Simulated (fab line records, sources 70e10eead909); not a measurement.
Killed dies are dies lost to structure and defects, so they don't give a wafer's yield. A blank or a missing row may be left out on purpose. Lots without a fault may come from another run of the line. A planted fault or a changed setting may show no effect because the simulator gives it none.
fab line records | flow nand_harc | part 1 of 2: steps 1 to 4 of 6
record lots=23 wafers=69 last_day=24
route steps=1159 shown P_M1@298 P_M2@350 P_BONDPAD@371
lots that met no fault: from a run of the same line without faults
start_h: hours from the record's first day to the start of the lot's first wafer shown | wait_h: hours since the lot's step before | " the same as in the row above | L1.1+2: a row that stands for several wafers | - no value, or no start given | * or withheld: withheld | < > ~ a bound
route shown NAME@n: a module of which the file shows steps, and the number in the route of the first | usual: mean/standard deviation of fault-free wafers | same: alike in all rows | chamber/n: place in a boat | sites: the reading at each site | _std_site: their standard deviation | _edge_site: outer sites' mean less inner sites' | radius_mm: how far each site lies from the wafer's centre | mask NAME#n: copy n | behind: the tool/chamber that last shaped the wafer | hold: why the lot was held/for how many hours/how that ended | device: the transistor (n, p or np) that didn't switch | end of line: the same wafers' tests at the end of the route | a step without rows: its recipe alone | killed: dies lost to structure and defects at the first sort, not the wafer's yield | map: a wafer's dies, x killed, . not, _ none there
set.NAME: the setting as run; set.NAME@STEP: as run at that earlier step | model.NAME: the simulator's own value behind a step, which no gauge read
steps of the route over a sample of lots; a table a step, a row a wafer
services: from which hour (start_h, from the record's first day; less than 0 if before it) a tool's chamber was out of use, for how many hours, and why
## steps
# step NHARC_P_M1_DESCUM_14
# recipe time_s=3 o2_flow_sccm=200 ar_flow_sccm=0 bias_power_w=0 chemistry=O2
# usual drypump_motor_current_A=5.9/0.54 oes_product_au=0.999/0.0088 rf_vpp_V=57.9/0.99 showerhead_plenum_p_Torr=1.92/0.089 throttle_valve_pct=11.311/0.0095
# columns lot.wafer tool chamber start_h wait_h drypump_motor_current_A oes_product_au rf_hours_counter_h rf_vpp_V showerhead_plenum_p_Torr throttle_valve_pct
L074.4 rie_diel-04 3 122.96 0.1 6.4 0.984 0 58.4 1.80 11.305
L074.1 " 1 " " 5.4 0.977 0 57.1 1.86 11.302
L074.6 " 2 " " 6.4 1.000 - 55.6 1.82 11.320
L075.4 rie_diel-04 0 136.03 0.1 5.1 0.994 0.7 57.5 1.99 11.332
L075.5 " 3 " " 6.4 0.989 - 57.5 1.81 11.328
L075.6 " 0 " " 5.0 0.999 - 58.7 1.99 11.325
L076.1 rie_diel-01 3 136.51 0.1 6.7 1.018 12.1 56.8 1.79 11.310
L076.3 " 2 " " 5.3 1.023 11.4 58.7 2.04 11.297
L076.6 " 0 " " 6.3 1.015 - 58.4 1.98 11.301
L077.1 rie_diel-06 2 138.13 0.1 5.6 0.994 1.4 57.7 1.93 11.302
L077.3 " 1 " " 6.3 0.995 1.4 56.3 1.85 11.309
L077.6 " 3 " " 5.8 1.000 - 58.1 1.99 11.329
L079.2 rie_diel-04 0 152.78 0.1 5.0 0.995 2.0 58.1 1.99 11.319
L079.4 " 1 " " 5.4 0.986 2.2 56.7 1.86 11.326
L079.6 " 0 " " 5.0 0.988 - 57.8 1.99 11.318
L078.2 rie_diel-01 2 153.67 0.1 5.2 1.018 0.4 58.0 2.04 11.294
L078.4 " 0 " " 6.3 1.011 0.7 58.7 1.98 11.301
L078.6 " 2 " " 5.3 1.010 - 58.9 2.04 11.310
L080.1 rie_diel-04 3 153.88 0.1 6.4 0.991 2.1 56.1 1.80 11.311
L080.5 " 0 " " 5.0 0.996 - 56.8 1.98 11.317
L080.6 " 1 " " 5.4 0.986 - 57.7 1.86 11.306
L081.4 rie_diel-06 2 160.99 0.1 5.5 0.991 2.3 59.8 1.93 11.326
L081.1 " 3 " " 5.8 0.998 2.2 56.8 1.99 11.303
L081.6 " 2 " " 5.6 1.001 - 58.1 1.93 11.308
L083.3 rie_diel-06 0 171.32 0.1 6.5 0.989 2.4 59.0 2.06 11.296
L083.4 " 3 " " 5.9 1.003 2.4 58.9 1.99 11.313
L083.5 " 1 " " 6.3 1.005 - 57.4 1.85 11.314
L082.2 rie_diel-01 0 174.07 0.1 6.2 1.006 3.1 59.2 1.98 11.309
L082.4 " 1 " " 5.5 0.991 2.9 58.9 1.90 11.323
L082.6 " 2 " " 5.3 1.010 - 57.4 2.04 11.315
L085.1 rie_diel-01 2 185.19 0.1 5.3 0.999 2.7 59.0 2.04 11.301
L085.6 " 0 " " 6.3 0.988 - 58.6 1.98 11.310
L085.5 " 1 " " 5.5 0.990 - 58.0 1.90 11.303
L086.2 rie_diel-04 0 197.97 0.1 5.1 0.998 4.6 59.6 1.98 11.302
L086.1 " 1 " " 5.4 0.989 5.0 56.8 1.86 11.310
L086.4 " 1 " " 5.4 0.984 - 58.1 1.86 11.319
L088.1 rie_diel-06 1 198.32 0.1 6.3 1.016 3.0 56.1 1.85 11.305
L088.4 " 3 " " 5.8 0.998 - 57.6 1.99 11.305
L088.5 " 1 " " 6.3 1.007 - 59.9 1.85 11.303
L087.3 rie_diel-01 3 199.14 0.1 6.7 1.012 3.8 56.8 1.79 11.306
L087.2 " 1 " " 5.4 1.004 4.7 59.5 1.90 11.301
L087.6 " 3 " " 6.7 1.011 - 57.9 1.79 11.312
L089.4 rie_diel-04 2 214.54 0.1 6.4 0.996 5.0 58.0 1.82 11.322
L089.2 " 3 " " 6.4 0.985 6.0 58.2 1.80 11.311
L089.5 " 1 " " 5.4 0.987 - 58.5 1.86 11.327
L090.1 rie_diel-06 0 215.07 0.1 6.5 1.011 3.4 58.9 2.06 11.333
L090.6 " 0 " " 6.6 1.011 - 57.9 2.06 11.299
L090.4 " 3 " " 5.8 0.997 - 58.0 1.99 11.314
L092.1 rie_diel-01 3 224.29 0.1 6.7 1.011 5.8 58.4 1.79 11.308
L092.4 " 1 " " 5.5 0.998 6.5 57.1 1.90 11.310
L092.6 " 0 " " 6.3 0.995 - 57.0 1.98 11.314
L091.1 rie_diel-01 0 225.09 0.1 6.3 0.999 7.3 57.7 1.98 11.315
L091.3 " 3 " " 6.7 1.008 6.4 59.1 1.79 11.317
L091.6 " 1 " " 5.5 1.012 - 57.2 1.90 11.294
L093.2 rie_diel-06 3 228.87 0.1 5.8 1.007 4.2 60.1 1.99 11.310
L093.3 " 0 " " 6.6 0.998 3.7 58.6 2.06 11.302
L093.6 " 0 " " 6.6 0.985 - 58.0 2.06 11.312
L094.3 rie_diel-06 3 240.92 0.1 5.8 1.001 4.5 60.9 1.99 11.310
L094.6 " 2 " " 5.5 1.010 - 58.5 1.93 11.319
L094.5 " 3 " " 5.8 1.010 - 58.5 1.99 11.322
L095.3 rie_diel-01 0 245.39 0.1 6.3 0.996 8.9 58.2 1.98 11.306
L095.2 " 1 " " 5.5 1.000 8.4 58.6 1.90 11.307
L095.5 " 1 " " 5.5 0.995 - 57.1 1.90 11.311
L097.4 rie_diel-06 2 250.29 0.1 5.5 1.001 0 58.7 1.93 11.310
L097.1 " 0 " " 6.5 0.994 0 57.8 2.06 11.321
L097.6 " 1 " " 6.3 0.987 - 57.3 1.85 11.305
L096.1 rie_diel-06 0 251.39 0.1 6.5 0.988 0.0 56.9 2.06 11.326
L096.4 " 2 " " 5.5 0.996 0.1 56.9 1.93 11.330
L096.2 " 3 " " 5.8 0.995 0.0 58.4 1.99 11.307
# step NHARC_P_M1_ETCH_35
# recipe target_depth_a=400 overetch_a=120 time_s=43.94 ion_energy_ev=200 n2_flow_sccm=150 h2_flow_sccm=150 ar_flow_sccm=0 rf_w=400 bias_w=150 chemistry=N2/H2
# usual drypump_motor_current_A=5.9/0.52 oes_product_au=1.000/0.0076 rf_vpp_V=430.9/2.6 showerhead_plenum_p_Torr=2.05/0.095 throttle_valve_pct=14.170/0.0086
# columns lot.wafer tool chamber start_h wait_h drypump_motor_current_A oes_product_au rf_hours_counter_h rf_vpp_V showerhead_plenum_p_Torr throttle_valve_pct
L074.4 rie_diel-04 1 123.05 0.1 5.4 0.989 0.0 428.3 1.98 14.163
L074.1 " 2 " " 6.4 0.998 0.0 428.0 1.94 14.177
L074.6 " 0 " " 5.1 0.996 - 432.6 2.12 14.173
L075.4 rie_diel-04 0 136.11 0.1 5.0 0.991 0.7 431.9 2.12 14.186
L075.5 " 0 " " 5.1 1.000 - 432.0 2.12 14.161
L075.6 " 1 " " 5.4 0.993 - 428.9 1.98 14.167
L076.3 rie_diel-01 1 136.60 0.1 5.5 1.013 12.7 428.9 2.02 14.175
L076.1 " 3 " " 6.7 1.003 12.1 427.4 1.91 14.169
L076.6 " 1 " " 5.5 1.002 - 430.9 2.02 14.164
L077.3 rie_diel-06 1 138.22 0.1 6.3 1.004 1.4 428.5 1.97 14.171
L077.1 " 3 " " 5.8 1.005 1.4 433.9 2.13 14.168
L077.6 " 0 " " 6.5 1.001 - 436.0 2.20 14.193
L079.4 rie_diel-04 3 152.86 0.1 6.4 0.993 2.0 426.9 1.92 14.171
L079.2 " 1 " " 5.4 0.982 2.2 427.6 1.98 14.175
L079.6 " 3 " " 6.4 0.999 - 427.4 1.92 14.170
L078.4 rie_diel-01 0 153.75 0.1 6.3 0.998 0.7 432.7 2.12 14.176
L078.2 " 2 " " 5.3 1.001 0.4 434.2 2.18 14.176
L078.6 " 0 " " 6.3 0.993 - 433.5 2.12 14.167
L080.1 rie_diel-04 3 153.94 0.1 6.4 0.997 2.1 426.8 1.92 14.162
L080.5 " 2 " " 6.4 0.997 - 426.8 1.94 14.168
L080.6 " 3 " " 6.4 0.997 - 427.1 1.92 14.161
L081.1 rie_diel-06 2 161.06 0.1 5.5 1.006 2.3 431.4 2.06 14.180
L081.4 " 1 " " 6.3 1.008 2.3 427.6 1.97 14.181
L081.6 " 2 " " 5.5 1.004 - 431.0 2.06 14.176
L083.4 rie_diel-06 3 171.40 0.1 5.8 1.006 2.4 431.7 2.13 14.173
L083.3 " 0 " " 6.5 1.004 2.4 434.5 2.20 14.165
L083.5 " 0 " " 6.5 1.009 - 434.4 2.20 14.164
L082.2 rie_diel-01 3 174.15 0.1 6.7 0.997 2.5 427.0 1.91 14.162
L082.4 " 0 " " 6.3 1.001 3.1 432.9 2.12 14.183
L082.6 " 1 " " 5.5 1.006 - 428.9 2.02 14.165
L085.1 rie_diel-01 2 185.27 0.1 5.2 1.008 2.7 435.6 2.18 14.150
L085.5 " 1 " " 5.5 0.994 - 431.0 2.02 14.185
L085.6 " 2 " " 5.3 0.999 - 433.9 2.18 14.167
L086.1 rie_diel-04 1 198.06 0.1 5.4 0.986 5.0 428.7 1.98 14.175
L086.2 " 0 " " 5.1 0.992 4.6 432.7 2.12 14.172
L086.4 " 0 " " 5.1 1.001 - 433.2 2.12 14.174
L088.1 rie_diel-06 3 198.40 0.1 5.8 0.997 2.9 433.7 2.13 14.172
L088.4 " 3 " " 5.8 0.995 - 432.8 2.13 14.170
L088.5 " 1 " " 6.3 1.007 - 429.2 1.97 14.189
L087.3 rie_diel-01 0 199.21 0.1 6.3 1.006 5.0 431.8 2.12 14.171
L087.2 " 1 " " 5.5 0.993 4.7 431.0 2.02 14.168
L087.6 " 0 " " 6.3 1.004 - 433.1 2.12 14.157
L089.4 rie_diel-04 3 214.62 0.1 6.4 0.987 6.0 427.5 1.92 14.178
L089.2 " 1 " " 5.4 0.976 6.2 428.7 1.98 14.162
L089.5 " 0 " " 5.0 0.996 - 432.4 2.12 14.169
L090.1 rie_diel-06 0 215.18 0.1 6.5 0.998 3.4 434.2 2.20 14.163
L090.6 " 3 " " 5.8 1.011 - 432.3 2.13 14.172
L090.4 " 0 " " 6.5 1.005 - 433.8 2.20 14.181
L092.1 rie_diel-01 1 224.70 0.4 5.5 1.004 6.7 430.6 2.02 14.182
L092.4 " 3 " " 6.7 1.010 6.3 426.6 1.90 14.176
L092.6 " 0 " " 6.3 1.009 - 432.2 2.11 14.168
L091.1 rie_diel-01 0 225.17 0.1 6.3 1.002 7.3 431.0 2.11 14.177
L091.3 " 2 " " 5.3 1.006 5.8 433.7 2.18 14.165
L091.6 " 0 " " 6.3 1.008 - 433.2 2.11 14.177
L093.3 rie_diel-06 0 228.96 0.1 6.6 1.008 3.7 434.4 2.20 14.169
L093.2 " 1 " " 6.3 0.999 4.2 428.1 1.97 14.161
L093.6 " 1 " " 6.3 0.995 - 427.3 1.97 14.170
L094.3 rie_diel-06 0 241.01 0.1 6.6 1.009 4.1 435.1 2.20 14.175
L094.5 " 2 " " 5.6 1.005 - 431.0 2.06 14.161
L094.6 " 3 " " 5.8 1.000 - 433.3 2.12 14.178
L095.2 rie_diel-01 2 245.48 0.1 5.3 1.007 6.8 432.9 2.18 14.173
L095.3 " 3 " " 6.7 1.004 7.6 426.7 1.90 14.158
L095.5 " 1 " " 5.5 1.004 - 431.1 2.02 14.155
L097.4 rie_diel-06 1 250.36 0.1 6.3 0.992 0.0 428.5 1.97 14.161
L097.1 " 0 " " 6.6 0.999 0.0 433.8 2.20 14.174
L097.6 " 1 " " 6.3 0.993 - 429.5 1.97 14.178
L096.2 rie_diel-06 0 251.47 0.1 6.5 1.006 0.0 434.2 2.20 14.162
L096.4 " 2 " " 5.5 1.009 0.1 430.5 2.05 14.176
L096.1 " 3 " " 5.8 1.005 0.0 432.8 2.12 14.176
# step NHARC_P_M1_CD_MEAS_16
# usual cd_nm=130.0/0.69
# columns lot.wafer tool chamber start_h wait_h cd_nm
L074.1 cd_sem-02 - 123.26 - 130.4
L074.4 " - " " 131.0
L074.6 " - " " 129.6
L075.4 cd_sem-01 - 136.34 - 129.0
L075.5 " - " " 128.9
L075.6 " - " " 129.7
L076.1 cd_sem-01 - 136.82 - 129.5
L076.3 " - " " 130.4
L076.6 " - " " 130.2
L077.1 cd_sem-03 - 138.43 - 131.2
L077.3 " - " " 129.7
L077.6 " - " " 131.5
L079.2 cd_sem-02 - 153.10 - 129.8
L079.4 " - " " 130.1
L079.6 " - " " 131.3
L078.2 cd_sem-01 - 153.97 - 130.7
L078.4 " - " " 130.3
L078.6 " - " " 131.7
L080.1 cd_sem-02 - 154.16 - 129.6
L080.5 " - " " 129.6
L080.6 " - " " 130.2
L081.1 cd_sem-01 - 161.28 - 130.9
L081.4 " - " " 130.4
L081.6 " - " " 130.4
L083.3 cd_sem-03 - 171.63 - 130.0
L083.4 " - " " 130.0
L083.5 " - " " 128.4
L082.2 cd_sem-02 - 174.36 - 130.6
L082.4 " - " " 130.8
L082.6 " - " " 131.1
L085.1 cd_sem-01 - 185.48 - 129.7
L085.5 " - " " 130.1
L085.6 " - " " 130.3
L086.1 cd_sem-03 - 198.31 - 130.5
L086.2 " - " " 129.8
L086.4 " - " " 130.3
L088.1 cd_sem-02 - 198.65 - 129.9
L088.4 " - " " 131.2
L088.5 " - " " 128.7
L087.2 cd_sem-02 - 199.43 - 130.1
L087.3 " - " " 129.2
L087.6 " - " " 130.1
L089.2 cd_sem-02 - 214.84 - 130.4
L089.4 " - " " 130.1
L089.5 " - " " 130.1
L090.1 cd_sem-02 - 215.42 - 130.2
L090.4 " - " " 129.7
L090.6 " - " " 129.8
L092.1 cd_sem-01 - 224.92 - 130.2
L092.4 " - " " 129.8
L092.6 " - " " 130.0
L091.1 cd_sem-03 - 225.41 - 129.2
L091.3 " - " " 129.5
L091.6 " - " " 129.8
L093.2 cd_sem-02 - 229.21 - 129.1
L093.3 " - " " 130.7
L093.6 " - " " 130.1
L094.3 cd_sem-02 - 241.22 - 130.1
L094.5 " - " " 130.5
L094.6 " - " " 131.0
L095.2 cd_sem-01 - 245.69 - 130.4
L095.3 " - " " 130.5
L095.5 " - " " 130.0
L097.1 cd_sem-03 - 250.58 - 131.3
L097.4 " - " " 130.7
L097.6 " - " " 129.2
L096.1 cd_sem-03 - 251.69 - 129.5
L096.2 " - " " 130.3
L096.4 " - " " 129.5
# step NHARC_P_M1_STRIP_18
# recipe power_w=1000 n2_flow_sccm=150 h2_flow_sccm=150 ar_flow_sccm=0 bias_w=0 chemistry=N2/H2
# usual drypump_motor_current_A=6.0/0.52 oes_product_au=0.999/0.0083 rf_vpp_V=90.7/1 showerhead_plenum_p_Torr=2.04/0.096 throttle_valve_pct=14.172/0.0094
# columns lot.wafer tool chamber start_h wait_h drypump_motor_current_A oes_product_au rf_hours_counter_h rf_vpp_V showerhead_plenum_p_Torr throttle_valve_pct
L074.1 rie_diel-06 0 123.33 0.1 6.5 0.999 1.0 92.6 2.20 14.176
L074.4 " 1 " " 6.3 0.991 1.0 89.7 1.97 14.164
L074.6 " 1 " " 6.3 1.000 - 91.4 1.97 14.188
L075.4 rie_diel-06 3 136.46 0.1 5.8 0.996 1.3 91.0 2.13 14.177
L075.6 " 1 " " 6.3 0.995 - 88.8 1.97 14.191
L075.5 " 2 " " 5.6 0.987 - 90.0 2.06 14.175
L076.1 rie_diel-04 2 136.89 0.1 6.3 1.016 1.0 90.0 1.94 14.176
L076.3 " 0 " " 5.0 0.996 0.8 92.3 2.12 14.163
L076.6 " 2 " " 6.3 1.009 - 90.2 1.94 14.180
L077.1 rie_diel-04 2 138.54 0.1 6.3 1.002 1.1 90.4 1.94 14.173
L077.3 " 3 " " 6.4 0.992 0.9 87.7 1.92 14.176
L077.6 " 1 " " 5.4 0.991 - 90.3 1.98 14.188
L079.4 rie_diel-06 1 153.19 0.1 6.3 1.000 2.0 90.5 1.97 14.162
L079.2 " 2 " " 5.5 0.992 2.0 91.3 2.06 14.160
L079.6 " 1 " " 6.3 1.003 - 90.4 1.97 14.180
L078.2 rie_diel-06 3 154.10 0.1 5.8 1.000 2.1 92.3 2.13 14.168
L078.4 " 0 " " 6.5 1.012 2.1 92.0 2.20 14.170
L078.6 " 2 " " 5.6 0.989 - 90.6 2.06 14.155
L080.1 rie_diel-01 1 154.26 0.1 5.5 0.988 0.5 91.1 2.02 14.174
L080.5 " 0 " " 6.3 1.003 - 90.5 2.12 14.176
L080.6 " 1 " " 5.5 1.003 - 90.4 2.02 14.156
L081.1 rie_diel-01 0 161.38 0.1 6.3 0.997 1.7 90.4 2.12 14.177
L081.4 " 1 " " 5.5 0.994 1.4 91.6 2.02 14.176
L081.6 " 3 " " 6.7 1.002 - 89.4 1.91 14.175
L083.3 rie_diel-01 3 171.71 0.1 6.7 1.011 2.4 90.4 1.91 14.168
L083.4 " 2 " " 5.3 1.016 2.1 91.9 2.18 14.178
L083.5 " 3 " " 6.7 1.011 - 90.1 1.91 14.166
L082.4 rie_diel-04 3 174.48 0.1 6.4 0.986 3.1 88.8 1.92 14.161
L082.2 " 0 " " 5.0 1.003 3.2 90.7 2.12 14.171
L082.6 " 3 " " 6.4 0.991 - 89.6 1.92 14.173
L085.1 rie_diel-06 2 185.58 0.1 5.5 0.995 2.7 91.9 2.06 14.170
L085.5 " 1 " " 6.3 1.007 - 90.7 1.97 14.164
L085.6 " 2 " " 5.6 0.995 - 90.6 2.06 14.172
L086.2 rie_diel-04 0 198.38 0.1 5.1 0.993 4.7 90.1 2.12 14.186
L086.1 " 3 " " 6.4 0.994 4.4 90.3 1.92 14.189
L086.4 " 3 " " 6.4 0.998 - 89.1 1.92 14.169
L088.1 rie_diel-06 1 198.77 0.1 6.3 1.006 3.0 90.3 1.97 14.170
L088.4 " 0 " " 6.6 1.008 - 91.6 2.20 14.178
L088.5 " 1 " " 6.3 1.006 - 91.2 1.97 14.174
L087.2 rie_diel-04 0 199.51 0.1 5.1 0.996 4.8 90.9 2.12 14.176
L087.3 " 1 " " 5.4 0.980 5.2 89.8 1.98 14.171
L087.6 " 1 " " 5.4 0.993 - 92.5 1.98 14.162
L089.4 rie_diel-04 1 214.91 0.1 5.4 0.981 6.3 90.4 1.98 14.168
L089.2 " 3 " " 6.4 0.988 6.1 90.4 1.92 14.173
L089.5 " 1 " " 5.4 0.987 - 89.4 1.98 14.166
L090.1 rie_diel-06 3 215.52 0.1 5.8 1.011 3.5 91.2 2.13 14.179
L090.6 " 3 " " 5.8 1.004 - 91.2 2.13 14.153
L090.4 " 0 " " 6.5 1.017 - 90.2 2.20 14.160
L092.1 rie_diel-06 1 225.00 0.1 6.3 1.005 3.8 89.2 1.97 14.165
L092.4 " 1 " " 6.3 1.012 - 90.7 1.97 14.176
L092.6 " 1 " " 6.3 1.002 - 90.3 1.97 14.171
L091.1 rie_diel-01 3 225.51 0.1 6.7 1.012 6.4 89.4 1.90 14.162
L091.3 " 0 " " 6.3 1.018 7.3 92.1 2.11 14.173
L091.6 " 2 " " 5.3 1.010 - 91.0 2.18 14.178
L093.2 rie_diel-01 0 229.28 0.1 6.3 0.997 7.6 91.6 2.11 14.176
L093.3 " 1 " " 5.5 0.994 7.1 91.3 2.02 14.174
L093.6 " 3 " " 6.7 1.007 - 89.7 1.90 14.180
L094.3 rie_diel-01 0 241.34 0.1 6.3 1.003 7.9 91.2 2.11 14.161
L094.6 " 2 " " 5.3 0.997 - 92.1 2.18 14.172
L094.5 " 3 " " 6.7 0.996 - 88.8 1.90 14.181
L095.2 rie_diel-04 2 245.79 0.1 6.4 1.010 7.1 89.8 1.94 14.177
L095.3 " 0 " " 5.0 1.002 7.8 91.6 2.12 14.169
L095.5 " 1 " " 5.4 0.980 - 89.8 1.98 14.179
L097.1 rie_diel-04 3 250.71 0.1 6.4 0.995 7.9 91.6 1.92 14.180
L097.4 " 0 " " 5.1 1.001 8.0 90.3 2.12 14.160
L097.6 " 2 " " 6.4 0.996 - 89.4 1.94 14.159
L096.1 rie_diel-06 3 251.77 0.1 5.8 1.001 0.1 89.8 2.12 14.177
L096.2 " 0 " " 6.6 1.001 0.1 92.7 2.20 14.156
L096.4 " 1 " " 6.3 0.997 0.1 91.1 1.97 14.170
